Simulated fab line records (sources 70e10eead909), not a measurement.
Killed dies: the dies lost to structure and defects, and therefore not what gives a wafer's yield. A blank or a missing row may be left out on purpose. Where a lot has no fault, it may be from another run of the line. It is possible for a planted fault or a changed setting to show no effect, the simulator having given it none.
Chamber matching / flow nand_harc / 4 sister chambers for NHARC_P_GATE_DESCUM_31 on rie_diel-08
The step chemistry O2, time 3 s. 14 wafers are shown with their chamber, then 7 later ones without.

WAFERS PAIRED WITH THEIR CHAMBERS
wafer=L074.2; chamber=0; showerhead_plenum_p_Torr (Torr)=2.00; drypump_motor_current_A (A)=6.0; oes_product_au (a.u.)=0.996
wafer=L074.4; chamber=2; showerhead_plenum_p_Torr (Torr)=1.81; drypump_motor_current_A (A)=5.7; oes_product_au (a.u.)=1.007
wafer=L074.5; chamber=1; showerhead_plenum_p_Torr (Torr)=1.93; drypump_motor_current_A (A)=5.8; oes_product_au (a.u.)=1.007
wafer=L085.3; chamber=2; showerhead_plenum_p_Torr (Torr)=1.80; drypump_motor_current_A (A)=5.7; oes_product_au (a.u.)=1.004
wafer=L085.4; chamber=0; showerhead_plenum_p_Torr (Torr)=2.00; drypump_motor_current_A (A)=6.0; oes_product_au (a.u.)=0.992
wafer=L085.5; chamber=3; showerhead_plenum_p_Torr (Torr)=1.82; drypump_motor_current_A (A)=4.9; oes_product_au (a.u.)=0.996
wafer=L088.1; chamber=0; showerhead_plenum_p_Torr (Torr)=2.00; drypump_motor_current_A (A)=5.9; oes_product_au (a.u.)=1.010
wafer=L088.4; chamber=1; showerhead_plenum_p_Torr (Torr)=1.92; drypump_motor_current_A (A)=5.8; oes_product_au (a.u.)=0.987
wafer=L088.5; chamber=1; showerhead_plenum_p_Torr (Torr)=1.92; drypump_motor_current_A (A)=5.8; oes_product_au (a.u.)=0.998
wafer=L091.1; chamber=0; showerhead_plenum_p_Torr (Torr)=1.99; drypump_motor_current_A (A)=6.0; oes_product_au (a.u.)=1.011
wafer=L091.2; chamber=1; showerhead_plenum_p_Torr (Torr)=1.92; drypump_motor_current_A (A)=5.7; oes_product_au (a.u.)=1.013
wafer=L091.5; chamber=3; showerhead_plenum_p_Torr (Torr)=1.82; drypump_motor_current_A (A)=4.8; oes_product_au (a.u.)=0.998
wafer=L093.1; chamber=0; showerhead_plenum_p_Torr (Torr)=1.99; drypump_motor_current_A (A)=6.0; oes_product_au (a.u.)=1.004
wafer=L093.2; chamber=3; showerhead_plenum_p_Torr (Torr)=1.82; drypump_motor_current_A (A)=4.9; oes_product_au (a.u.)=0.989

SIGNATURES (averages over the wafers above)
reading=showerhead_plenum_p_Torr; chamber 0=1.9960; chamber 1=1.9225; chamber 2=1.8050; chamber 3=1.8200; scatter within a chamber=0.00495
reading=drypump_motor_current_A; chamber 0=5.980; chamber 1=5.775; chamber 2=5.700; chamber 3=4.867; scatter within a chamber=0.0471
reading=oes_product_au; chamber 0=1.00260; chamber 1=1.00125; chamber 2=1.00550; chamber 3=0.99433; scatter within a chamber=0.00847
Rule: for each reading, subtract the chamber's mean from the wafer's reading, divide by that reading's scatter and square the result; add these up over the readings and take the root, which gives the wafer's distance from the chamber. If the next closest chamber is less than 2 further off than the closest, the wafer can't be placed; otherwise it belongs to the closest. How the scatter is found: for the shown wafers, subtract from each reading the mean of its chamber, square and add these, divide the total by (wafers less chambers), then take the root.

WAFERS MISSING THEIR CHAMBER
wafer=L093.6; showerhead_plenum_p_Torr (Torr)=1.99; drypump_motor_current_A (A)=6.0; oes_product_au (a.u.)=1.006
wafer=L096.2; showerhead_plenum_p_Torr (Torr)=1.80; drypump_motor_current_A (A)=5.7; oes_product_au (a.u.)=1.004
wafer=L096.4; showerhead_plenum_p_Torr (Torr)=1.99; drypump_motor_current_A (A)=6.0; oes_product_au (a.u.)=1.000
wafer=L096.6; showerhead_plenum_p_Torr (Torr)=1.80; drypump_motor_current_A (A)=5.7; oes_product_au (a.u.)=0.998
wafer=L097.1; showerhead_plenum_p_Torr (Torr)=1.82; drypump_motor_current_A (A)=4.8; oes_product_au (a.u.)=1.003
wafer=L097.2; showerhead_plenum_p_Torr (Torr)=1.99; drypump_motor_current_A (A)=6.0; oes_product_au (a.u.)=1.006
wafer=L097.4; showerhead_plenum_p_Torr (Torr)=1.80; drypump_motor_current_A (A)=5.7; oes_product_au (a.u.)=1.019

WHICH CHAMBER EACH WENT THROUGH
wafer=L093.6; from the rows above=0; in truth=0
wafer=L096.2; from the rows above=2; in truth=2
wafer=L096.4; from the rows above=0; in truth=0
wafer=L096.6; from the rows above=2; in truth=2
wafer=L097.1; from the rows above=3; in truth=3
wafer=L097.2; from the rows above=0; in truth=0
wafer=L097.4; from the rows above=2; in truth=2
7 of 7 placed correctly. Can't be placed from these rows: 0. Placed wrongly: 0.
